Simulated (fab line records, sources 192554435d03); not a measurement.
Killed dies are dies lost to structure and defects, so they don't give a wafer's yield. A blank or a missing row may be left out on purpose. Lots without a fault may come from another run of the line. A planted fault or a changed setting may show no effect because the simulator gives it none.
Chamber matching | flow n5_finfet | N5_HKMG_FIN_ALD_75 on ald_hk-02: 4 sister chambers
The step deposits Al2O3, target thk 1 nm, co reactant pulse time 1 s. 4 wafers are shown with their chamber, then 12 later ones without.

WAFERS WITH THEIR CHAMBER
wafer  | chamber | heater_power_w (W)
L082.6 | 3       | 156
L089.1 | 1       | 176
L089.3 | 2       | 132
L089.6 | 0       | 132

WAFERS WITHOUT THEIR CHAMBER
wafer  | heater_power_w (W)
L090.1 | 133
L090.3 | 133
L090.5 | 129
L093.1 | 178
L093.2 | 157
L093.4 | 131
L094.2 | 183
L094.4 | 131
L094.6 | 183
L097.3 | 158
L097.4 | 179
L097.5 | 131

WHICH CHAMBER EACH WENT THROUGH
wafer  | from the rows above     | in truth
L090.1 | can't be placed: 0 or 2 | 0
L090.3 | can't be placed: 0 or 2 | 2
L090.5 | can't be placed: 0 or 2 | 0
L093.1 | 1                       | 1
L093.2 | 3                       | 3
L093.4 | can't be placed: 0 or 2 | 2
L094.2 | 1                       | 1
L094.4 | can't be placed: 0 or 2 | 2
L094.6 | 1                       | 1
L097.3 | 3                       | 3
L097.4 | 1                       | 1
L097.5 | can't be placed: 0 or 2 | 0
Placed correctly: 6 of 12. Can't be placed from these rows: 6 (the true chamber is among the candidates in 6). Placed wrongly: 0.
How it was worked out, from the rows above alone: a wafer's distance from a chamber is the root of the sum, over the readings, of the square of ((its reading less the chamber's mean) divided by the reading's scatter). The wafer belongs to the nearest chamber; if the next one is less than 2 further off, it can't be placed. A chamber's mean is the mean of its shown wafers. The scatter: with one shown wafer a chamber, the root of the mean of the squares of how far each hidden wafer lies from its nearest shown one.
